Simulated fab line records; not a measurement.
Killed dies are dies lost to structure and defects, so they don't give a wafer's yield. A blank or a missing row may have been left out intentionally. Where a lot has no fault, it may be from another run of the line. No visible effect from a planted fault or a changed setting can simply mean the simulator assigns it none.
fab line records	flow n5_finfet
record lots=6	wafers=18	last_day=17
route steps=1938 shown BEOL_M13@1674
lots that met no fault: taken from a fault-free run of the same line
start_h: start of the lot's first displayed wafer, in hours after the record's first day	wait_h: time in hours since the lot's previous step	" identical to the entry in the row above	L1.1+2: a row that stands for several wafers	- no value, or no start was given	* or withheld: withheld	< > ~ a bound
route shown NAME@n: names a module that has steps shown in the file, with the first one's number in the route	usual: mean and standard deviation over wafers with no fault	same: alike in all rows	chamber/n: place in a boat	sites: the reading at each site	_std_site: how widely they spread, as a standard deviation	_edge_site: outer sites' mean less inner sites'	radius_mm: for every site, how far away it sits from the centre of the wafer	mask NAME#n: copy n	behind: the most recent tool/chamber to have shaped the wafer	hold: why the lot went on hold/how many hours it stayed there/how the hold came to an end	device: whichever transistor did not switch (one of n, p or np)	end of line: the same wafers' tests at the end of the route	a step without rows: its recipe alone	killed: count of dies lost to structure and defects at first sort (not the wafer's yield)	map: shows each die of a wafer: x if killed, . if not, _ if none is there
set.NAME: setting as actually run; set.NAME@STEP: the setting as run at that earlier step	model.NAME: the simulator's own value behind a step, which no gauge read
lots at selected steps of the route; one table per step, one row per wafer
services: a tool's chamber out of use, with start hour (start_h, from the record's first day; less than 0 if before it), hours out, and reason
## steps
# step N5_BEOL_M13_VIA_ETCH_16
# recipe chemistry=C4F8/O2/Ar	target=SiOC	pressure_mtorr=30	source_w=3000	bias_w=700	Ar_flow_sccm=400	C4F8_flow_sccm=15	O2_flow_sccm=8	he_inner_torr=15	he_outer_torr=30	target_depth_a=9217	time_s=withheld	ion_energy_ev=250	ends=cleared
# usual C4F8_flow_sccm=15.00/0.041	drypump_motor_current_A=5.7/0.43	oes_product_au=0.74/0.086	rf_vpp_V=666/3.6	showerhead_plenum_p_Torr=3.43/0.12	throttle_valve_pct=24.21/0.28
lot.wafer	tool	chamber	start_h	wait_h	C4F8_flow_sccm	drypump_motor_current_A	oes_product_au	rf_vpp_V	showerhead_plenum_p_Torr	throttle_valve_pct
L689.1	rie_diel-02	2	210.38	0.0	15.01	5.7	0.80	672	3.61	24.29
L689.2	"	0	"	"	15.00	5.7	0.65	668	3.50	24.37
L689.5	"	0	"	"	14.94	5.7	0.66	670	3.50	24.35
L691.1	rie_diel-06	1	231.65	0.1	15.00	5.2	0.71	670	3.57	24.44
L691.2	"	3	"	"	14.93	5.1	0.83	664	3.37	24.25
L691.5	"	1	"	"	14.97	5.3	0.71	671	3.57	24.42
L699.1	rie_diel-02	3	321.34	0.0	15.01	6.3	0.68	656	3.14	24.24
L699.2	"	0	"	"	14.97	5.6	0.64	668	3.50	24.38
L699.3	"	1	"	"	15.07	5.8	0.64	666	3.40	24.19
L697.1	rie_diel-02	0	322.49	0.0	15.00	5.7	0.64	669	3.50	24.38
L697.5	"	0	"	"	15.00	5.7	0.64	669	3.50	24.38
L697.6	"	3	"	"	14.97	6.3	0.68	658	3.14	24.26
L702.1	rie_diel-01	2	339.91	0.0	15.01	5.5	0.90	668	3.52	24.36
L702.2	"	3	"	"	14.99	6.4	0.74	667	3.43	23.61
L702.4	"	0	"	"	15.06	5.9	0.78	662	3.33	24.23
L707.1	rie_diel-02	3	357.42	0.0	14.97	6.3	0.67	658	3.13	24.26
L707.5	"	1	"	"	15.00	5.8	0.64	664	3.40	24.19
L707.6	"	2	"	"	14.99	5.7	0.77	670	3.60	24.31
# step N5_BEOL_M13_STRIP_63
# recipe chemistry=N2/H2	power_w=1000	temp_c=250	h2_frac=0.65	overash_fraction=0.3	pressure_mtorr=1000	n2_flow_sccm=1750	h2_flow_sccm=3250
# usual drypump_motor_current_A=5.7/0.79	heater_power_w=335/12	n2_flow_sccm=1751/5.2	oes_product_au=0.673/0.0048	strip_time_to_endpoint_s=27.4/1.1
lot.wafer	tool	chamber	start_h	wait_h	drypump_motor_current_A	heater_power_w	n2_flow_sccm	oes_product_au	rf_hours_counter_h	strip_time_to_endpoint_s
L689.1	plasma_asher-01	0	210.62	-	6.8	343	1761	0.663	102	27.1
L689.2	"	1	"	"	5.0	340	1747	0.675	102	28.0
L689.5	"	0	"	"	6.7	341	1768	0.672	-	26.5
L691.1	plasma_asher-02	1	231.99	-	5.1	308	1751	0.674	75	29.2
L691.2	"	0	"	"	5.4	329	1747	0.674	75	30.0
L691.5	"	0	"	"	5.4	323	1752	0.677	-	28.5
L699.1	plasma_asher-01	1	321.57	-	5.0	341	1754	0.678	121	28.2
L699.2	"	0	"	"	6.7	342	1752	0.680	121	28.3
L699.3	"	1	"	"	5.0	346	1754	0.681	-	28.3
L697.1	plasma_asher-01	1	322.73	-	5.0	346	1750	0.681	122	28.6
L697.5	"	0	"	"	6.7	342	1742	0.678	-	27.1
L697.6	"	1	"	"	5.0	340	1753	0.669	-	28.3
L702.1	plasma_asher-01	0	340.14	-	6.8	337	1750	0.675	126	25.9
L702.2	"	1	"	"	5.0	346	1753	0.666	126	27.0
L702.4	"	0	"	"	6.7	340	1750	0.674	-	25.1
L707.1	plasma_asher-01	0	357.70	-	6.8	334	1753	0.675	130	27.5
L707.5	"	0	"	"	6.7	335	1748	0.671	-	26.6
L707.6	"	1	"	"	5.0	338	1752	0.670	-	26.0
# step N5_BEOL_M13_STRIP_64
# recipe chemistry=N2/H2	power_w=1000	temp_c=250	h2_frac=0.65	overash_fraction=0.3	pressure_mtorr=withheld	n2_flow_sccm=1750	h2_flow_sccm=3250
# usual drypump_motor_current_A=5.7/0.79	heater_power_w=334/12	n2_flow_sccm=1751/5.3	oes_product_au=0.715/0.0038	strip_time_to_endpoint_s=31.32/0.1
lot.wafer	tool	chamber	start_h	wait_h	drypump_motor_current_A	heater_power_w	n2_flow_sccm	oes_product_au	rf_hours_counter_h	strip_time_to_endpoint_s
L689.1	plasma_asher-01	0	210.68	0.0	6.7	337	1757	0.716	102	31.27
L689.2	"	1	"	"	5.0	338	1758	0.710	102	31.34
L689.5	"	0	"	"	6.8	342	1754	0.718	-	31.33
L691.1	plasma_asher-02	1	232.05	0.0	5.1	312	1749	0.715	75	31.58
L691.2	"	0	"	"	5.4	320	1750	0.712	75	31.45
L691.5	"	0	"	"	5.4	327	1743	0.717	-	31.50
L699.1	plasma_asher-01	1	321.63	0.0	5.0	346	1755	0.716	121	31.34
L699.2	"	0	"	"	6.7	336	1762	0.715	121	31.33
L699.3	"	1	"	"	5.0	346	1754	0.716	-	31.41
L697.1	plasma_asher-01	1	322.79	0.0	5.0	345	1755	0.715	122	31.36
L697.5	"	0	"	"	6.7	334	1755	0.721	-	31.37
L697.6	"	1	"	"	5.0	344	1749	0.711	-	31.35
L702.1	plasma_asher-01	0	340.20	0.0	6.8	340	1739	0.715	126	31.33
L702.2	"	1	"	"	5.0	348	1746	0.711	126	31.33
L702.4	"	0	"	"	6.7	341	1752	0.714	-	31.34
L707.1	plasma_asher-01	0	357.76	0.0	6.7	341	1756	0.710	130	31.25
L707.5	"	0	"	"	6.8	343	1746	0.715	-	31.30
L707.6	"	1	"	"	5.0	349	1751	0.713	-	31.29
# step N5_BEOL_M13_STRIP_71
# recipe chemistry=post_etch_residue_remover	time_s=60	temp_c=25	remover_ph=withheld	remover_water_wt_pct=withheld	remover_fluoride_wt_pct=withheld
# step N5_BEOL_M13_SRD_72
# recipe time_s=30	temp_c=23	rinse_liquid=diw	dry=n2_spin	spin_rpm=1500	dry_time_s=30
# step N5_BEOL_M13_CD_MEAS_17
# recipe target_cd_nm=190	polarity=opening
# usual cd_nm=189.8/2.1
lot.wafer	tool	chamber	start_h	wait_h	cd_nm
L689.1	cd_sem-02	-	210.82	0.0	188.6
L689.2	"	-	"	"	187.2
L689.5	"	-	"	"	187.7
L691.1	cd_sem-02	-	232.20	0.0	188.8
L691.2	"	-	"	"	192.7
L691.5	"	-	"	"	190.5
L699.1	cd_sem-01	-	321.78	0.0	186.5
L699.2	"	-	"	"	189.7
L699.3	"	-	"	"	190.2
L697.1	cd_sem-02	-	322.93	0.0	194.4
L697.5	"	-	"	"	192.4
L697.6	"	-	"	"	190.1
L702.1	cd_sem-02	-	340.35	0.0	190.6
L702.2	"	-	"	"	190.4
L702.4	"	-	"	"	193.2
L707.1	cd_sem-02	-	357.91	0.0	187.8
L707.5	"	-	"	"	187.8
L707.6	"	-	"	"	188.7
# step N5_BEOL_M13_COAT_65
# recipe resist=SOC	temp_c=250	time_s=60	spin_rpm=1500	resist_thk_nm=350
# step N5_BEOL_M13_COAT_66
# recipe resist=SiARC	temp_c=220	time_s=60	spin_rpm=1500	resist_thk_nm=110
# step N5_BEOL_M13_COAT_22
# recipe spin_rpm=2888	resist_thk_nm=300
# step N5_BEOL_M13_EBR_24
# recipe solvent=PGMEA	ebr_width_mm=1.5
# step N5_BEOL_M13_SOFTBAKE_23
# recipe temp_c=130	time_s=60
# step N5_BEOL_M13_EXPOSE_25
# recipe mask_id=M13	na=0.93	source_shape=conventional	sigma_outer=0.4	polarization=unpolarized	target_cd_nm=210	dose_mj=22
# step N5_BEOL_M13_PEB_26
# recipe peb_temp_c=130	peb_time_s=90
# usual chill_plate_temp_C=23.01/0.11	exhaust_pa=45.0/0.95	heater_power_total_W=172.5/0.85
lot.wafer	tool	chamber	start_h	wait_h	chill_plate_temp_C	exhaust_pa	heater_power_total_W
L689.1	litho_track-04	0	211.17	0.1	22.92	45.3	172.6
L689.2	"	0	"	"	23.03	45.4	172.7
L689.5	"	0	"	"	22.97	45.9	172.1
L691.1	litho_track-05	0	232.41	0.1	22.93	45.7	173.8
L691.2	"	0	"	"	22.99	46.0	171.5
L691.5	"	0	"	"	23.04	45.9	173.5
L699.1	litho_track-05	-	322.12	0.1	-	-	-
L699.2	"	-	"	"	-	-	-
L699.3	"	-	"	"	-	-	-
L697.1	litho_track-05	-	323.28	0.1	-	-	-
L697.5	"	-	"	"	-	-	-
L697.6	"	-	"	"	-	-	-
L702.1	litho_track-05	0	340.56	0.1	23.34	45.8	173.9
L702.2	"	0	"	"	23.18	45.1	173.2
L702.4	"	0	"	"	23.17	44.0	170.9
L707.1	litho_track-02	0	358.24	0.1	22.99	44.6	172.7
L707.5	"	0	"	"	23.13	43.4	170.7
L707.6	"	0	"	"	23.13	44.3	172.2
# step N5_BEOL_M13_DEVELOP_27
# recipe develop_time_s=45	rinse_liquid=diw	dry=air_spin	dev_temp_c=21
## services
tool	chamber	start_h	hours	kind
rie_diel-02	1	196.13	24.9	repair
rie_diel-01	0	211.47	-	clean
rie_diel-01	0	211.47	-	consumable_replace:focus_ring
rie_diel-01	0	211.47	18.4	scheduled_down
rie_diel-01	0	211.47	18.4	vent_cycle
rie_diel-01	2	218.89	6.3	repair
litho_track-05	-	219.40	-	consumable_replace:filter
rie_diel-06	2	227.39	4.3	repair
plasma_asher-02	-	228.18	1.1	repair
plasma_asher-01	-	241.00	1.2	repair
rie_diel-06	1	244.69	4.1	repair
plasma_asher-02	-	264.15	2.8	pm
litho_track-02	-	265.56	-	consumable_replace:filter
rie_diel-01	3	282.73	4.1	repair
plasma_asher-01	-	283.76	14.6	pm
rie_diel-01	1	286.82	-	clean
rie_diel-01	1	286.82	-	consumable_replace:focus_ring
rie_diel-01	1	286.82	26.8	scheduled_down
rie_diel-01	1	286.82	26.8	vent_cycle
rie_diel-06	2	299.52	-	clean
rie_diel-06	2	299.52	-	consumable_replace:focus_ring
rie_diel-01	0	304.06	1.6	repair
rie_diel-06	-	331.06	0.5	repair
rie_diel-06	1	357.97	1.8	repair
## key
first_sign step=N5_BEOL_M13_PEB_26	reading=tool_record	direction=missing
effect none on later readings
met_at N5_BEOL_M13_PEB_26
struck_wafers L697.1,L697.5,L697.6,L699.1,L699.2,L699.3
later_rows_left_out L697.1,L697.5,L697.6,L699.1,L699.2,L699.3
sort_left_out L697.1,L697.5,L697.6,L699.1,L699.2,L699.3
onset_between 232.41 322.12
fault kind=skipped_step_whole	tool=litho_track-05	chamber=-	onset_h=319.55	steps=N5_BEOL_M13_PEB_26	scope=struck_lots_only
# sort_left_out: the simulated sort isn't trusted on such a fault, so these wafers' sort isn't shown, and their yield isn't known
# later_rows_left_out: the simulator's readings of these wafers behind a module that went badly wrong aren't trusted and aren't shown, but for the sort
